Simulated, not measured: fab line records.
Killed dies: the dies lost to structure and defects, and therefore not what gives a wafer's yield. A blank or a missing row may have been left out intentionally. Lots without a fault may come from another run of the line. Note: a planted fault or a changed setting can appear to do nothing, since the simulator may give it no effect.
Code-filled problem report in 8D (eight disciplines) form | flow n5_finfet | the parts of the form that need people (team, actions taken, sign-off) are left out

== 1. WHAT IS WRONG ==
Mean of plate_temp_C at N5_BEOL_M15_COAT_56: 252.22 C across 6 wafers in 2 lots; on wafers with no fault it is 250.02 C (standard deviation 0.17). Relative to the usual mean, that is a shift of +13 standard deviations.
The step: time 60 s, resist thk 550 nm.
Seen first at day 15 12:35 on litho_track-05, wafer L619.2. The record has a number at this step for 33 wafers belonging to 11 lots. Rule for "out", or "out of limits": more than 4 standard deviations from the usual mean. The other wafers with a number count as sound.

== 2. WHAT THIS IS AND IS NOT ==
question                    | is                     | is not
which readings at this step | plate_temp_C           | chill_plate_temp_C
which lots                  | L616, L619             | L603, L604, L605, L606, L611, L614, L615, L617, L626
which wafers of those lots  | all that have a number | -
read on which tools         | litho_track-05         | litho_track-01, litho_track-04
when                        | from day 15 12:35      | up to then (24 sound wafers); but 3 sound wafers of L626 came after

== 3. SUSPECTS, AND WHAT RULES EACH OUT ==
Counting: a tool stays on the suspect list if, at a process step up to the reading, it processed all lots that are out and no sound lot following the first of them.
- rie_diel-03 at N5_BEOL_M14_ETCH_68 (etches SOC in N2/H2, time 450 s): kept. It ran every lot that is out, first L619 (day 15 05:49), and no sound lot after that; its last sound lot up to then is L614 (day 13 20:50).
- pecvd-04 at N5_BEOL_M15_ILD_DEP_00 (deposits SiO2 from TEOS/O2, target thk 1629.3 nm, time 346.1 s): ruled out as a lasting fault. Sound lots L626 ran on it after its first lot that is out, L619 (day 15 11:16).
- litho_track-05 at N5_BEOL_M15_COAT_56 (time 60 s, resist thk 550 nm): kept. It ran every lot that is out, first L619 (day 15 12:35), and no sound lot after that; its last sound lot up to then is L615 (day 14 22:11). Out on those wafers are its own readings of plate_temp_C.
Left after counting: rie_diel-03 at N5_BEOL_M14_ETCH_68, litho_track-05 at N5_BEOL_M15_COAT_56.

== 4. THE CAUSE (what the simulator had put in) ==
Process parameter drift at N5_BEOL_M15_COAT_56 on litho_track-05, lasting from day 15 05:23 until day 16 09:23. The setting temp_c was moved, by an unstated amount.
Of the 2 suspects that counting leaves, this tool is one.

== 5. THE CHAIN OF EFFECTS, in route order ==
One row per reading whose mean, taken over the struck wafers that have a number, lies over 3 standard deviations from the usual. Only readings whose record carries a usual standard deviation are examined. hours: median over the lots of the time between each lot's start at the first step of this table that gives one and its start at this step. sigmas: the change, counted in usual standard deviations.
hours | step                | reading              | usual    | on struck wafers | change | sigmas
0     | N5_BEOL_M15_COAT_56 | heater_power_total_W | 500.2 W  | 506.6            | +6.4   | +3.4
0     | N5_BEOL_M15_COAT_56 | plate_temp_C         | 250.02 C | 252.22           | +2.20  | +13
The process steps in it:
- N5_BEOL_M15_COAT_56: time 60 s, resist thk 550 nm.

== 6. WHAT WOULD HAVE CAUGHT IT SOONER ==
In this record the first reading out of limits was taken at day 15 12:35, 7 hours after the fault began at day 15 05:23.
